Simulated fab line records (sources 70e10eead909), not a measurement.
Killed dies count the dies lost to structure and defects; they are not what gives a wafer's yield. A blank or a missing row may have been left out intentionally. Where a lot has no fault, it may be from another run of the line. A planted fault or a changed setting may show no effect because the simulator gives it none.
Which of the tools did it? || flow nand-harc || 12 lots with 36 wafers sampled at 4 steps, on a route of 1302 steps

## WHAT EACH GAUGE READ, for each wafer
NHARC_A_STAIRCASE_INSPECT_155.
{"lot": "L076", "measured": "day 19 12:26", "on": "defect-inspect-01", "raw-defect-count": "626 353 393"}
{"lot": "L077", "measured": "day 20 06:17", "on": "defect-inspect-01", "raw-defect-count": "515 401 615"}
{"lot": "L079", "measured": "day 20 16:55", "on": "defect-inspect-01", "raw-defect-count": "407 429 450"}
{"lot": "L080", "measured": "day 22 15:37", "on": "defect-inspect-02", "raw-defect-count": "551 322 348"}
{"lot": "L083", "measured": "day 22 23:31", "on": "defect-inspect-01", "raw-defect-count": "418 664 363"}
{"lot": "L085", "measured": "day 23 12:41", "on": "defect-inspect-01", "raw-defect-count": "321 571 431"}
{"lot": "L088", "measured": "day 24 23:35", "on": "defect-inspect-02", "raw-defect-count": "398 350 299"}
{"lot": "L090", "measured": "day 25 08:41", "on": "defect-inspect-01", "raw-defect-count": "324 556 434"}
{"lot": "L091", "measured": "day 26 05:17", "on": "defect-inspect-01", "raw-defect-count": "259 267 269"}
{"lot": "L093", "measured": "day 26 21:34", "on": "defect-inspect-02", "raw-defect-count": "540 689 506"}
{"lot": "L095", "measured": "day 27 11:15", "on": "defect-inspect-02", "raw-defect-count": "532 618 600"}
{"lot": "L096", "measured": "day 28 07:46", "on": "defect-inspect-02", "raw-defect-count": "505 431 406"}

## TOOL THAT RAN EACH LOT (tool first, then ch and the chambers of the sampled wafers, then the start)
{"lot": "L076", "NHARC_A_STAIRCASE_DEP_417": "pecvd-03 ch 0,1,2, day 17 11:47", "NHARC_A_STAIRCASE_DEP_151": "pecvd-04 ch 0,1,2, day 18 02:21", "NHARC_A_STAIRCASE_STRIP_446": "plasma-asher-01 ch 0,1, day 19 09:44"}
{"lot": "L077", "NHARC_A_STAIRCASE_DEP_417": "pecvd-04 ch 0,1, day 18 08:55", "NHARC_A_STAIRCASE_DEP_151": "pecvd-02 ch 0,1,2, day 18 20:44", "NHARC_A_STAIRCASE_STRIP_446": "plasma-asher-01 ch 0,1, day 20 03:43"}
{"lot": "L079", "NHARC_A_STAIRCASE_DEP_417": "pecvd-04 ch 0,1,2, day 19 00:24", "NHARC_A_STAIRCASE_DEP_151": "pecvd-02 ch 1,2, day 19 10:02", "NHARC_A_STAIRCASE_STRIP_446": "plasma-asher-02 ch 0,1, day 20 14:20"}
{"lot": "L080", "NHARC_A_STAIRCASE_DEP_417": "pecvd-03 ch 0,1,2, day 20 12:05", "NHARC_A_STAIRCASE_DEP_151": "pecvd-02 ch 0,1,2, day 20 23:04", "NHARC_A_STAIRCASE_STRIP_446": "plasma-asher-01 ch 0,1, day 22 13:01"}
{"lot": "L083", "NHARC_A_STAIRCASE_DEP_417": "pecvd-02 ch 1,2, day 21 00:09", "NHARC_A_STAIRCASE_DEP_151": "pecvd-04 ch 0,1, day 21 16:01", "NHARC_A_STAIRCASE_STRIP_446": "plasma-asher-02 ch 0,1, day 22 20:52"}
{"lot": "L085", "NHARC_A_STAIRCASE_DEP_417": "pecvd-04 ch 0,1,2, day 21 14:41", "NHARC_A_STAIRCASE_DEP_151": "pecvd-03 ch 0,1,2, day 22 00:37", "NHARC_A_STAIRCASE_STRIP_446": "plasma-asher-01 ch 0,1, day 23 10:01"}
{"lot": "L088", "NHARC_A_STAIRCASE_DEP_417": "pecvd-02 ch 1,2, day 22 23:49", "NHARC_A_STAIRCASE_DEP_151": "pecvd-02 ch 0,2, day 23 10:40", "NHARC_A_STAIRCASE_STRIP_446": "plasma-asher-01 ch 0,1, day 24 20:54"}
{"lot": "L090", "NHARC_A_STAIRCASE_DEP_417": "pecvd-04 ch 0,2, day 23 18:18", "NHARC_A_STAIRCASE_DEP_151": "pecvd-04 ch 0,2, day 24 05:15", "NHARC_A_STAIRCASE_STRIP_446": "plasma-asher-01 ch 0,1, day 25 06:08"}
{"lot": "L091", "NHARC_A_STAIRCASE_DEP_417": "pecvd-02 ch 0,1,2, day 24 07:33", "NHARC_A_STAIRCASE_DEP_151": "pecvd-02 ch 0,2, day 24 18:31", "NHARC_A_STAIRCASE_STRIP_446": "plasma-asher-02 ch 0,1, day 26 02:35"}
{"lot": "L093", "NHARC_A_STAIRCASE_DEP_417": "pecvd-03 ch 0,2, day 24 21:48", "NHARC_A_STAIRCASE_DEP_151": "pecvd-02 ch 0,1,2, day 25 10:50", "NHARC_A_STAIRCASE_STRIP_446": "plasma-asher-01 ch 0,1, day 26 19:00"}
{"lot": "L095", "NHARC_A_STAIRCASE_DEP_417": "pecvd-03 ch 0,1, day 25 16:32", "NHARC_A_STAIRCASE_DEP_151": "pecvd-04 ch 0,1,2, day 26 03:40", "NHARC_A_STAIRCASE_STRIP_446": "plasma-asher-01 ch 0,1, day 27 08:40"}
{"lot": "L096", "NHARC_A_STAIRCASE_DEP_417": "pecvd-04 ch 1,2, day 26 13:22", "NHARC_A_STAIRCASE_DEP_151": "pecvd-02 ch 0,1, day 26 22:05", "NHARC_A_STAIRCASE_STRIP_446": "plasma-asher-02 ch 0,1, day 28 05:14"}
- NHARC_A_STAIRCASE_DEP_417: deposits Si3N4, target thk 60 nm.
- NHARC_A_STAIRCASE_DEP_151: deposits SiO2, target thk 7200 nm.
- NHARC_A_STAIRCASE_STRIP_446: strips in O2.

## THE ANSWER, worked out from the rows above alone
Rule: the lots themselves supply what counts as usual. The widest of any qualifying gaps counts: lots, ordered by their means at a reading, are off when they make up no more than a third of the lots, leave a main group of 4 or more, and stand apart from it by 3 or more times the standard deviation of that group's means. If all means in a main group match to the digits the tables above print for the reading, that group is not used. Also off: a lot with no number at a reading for which 4 or more lots have one. All remaining lots with rows at the step are treated as sound.
Across all readings shown, no lot is off: no conclusion can be drawn from this.

## WHAT THE SIMULATOR HAD INSERTED
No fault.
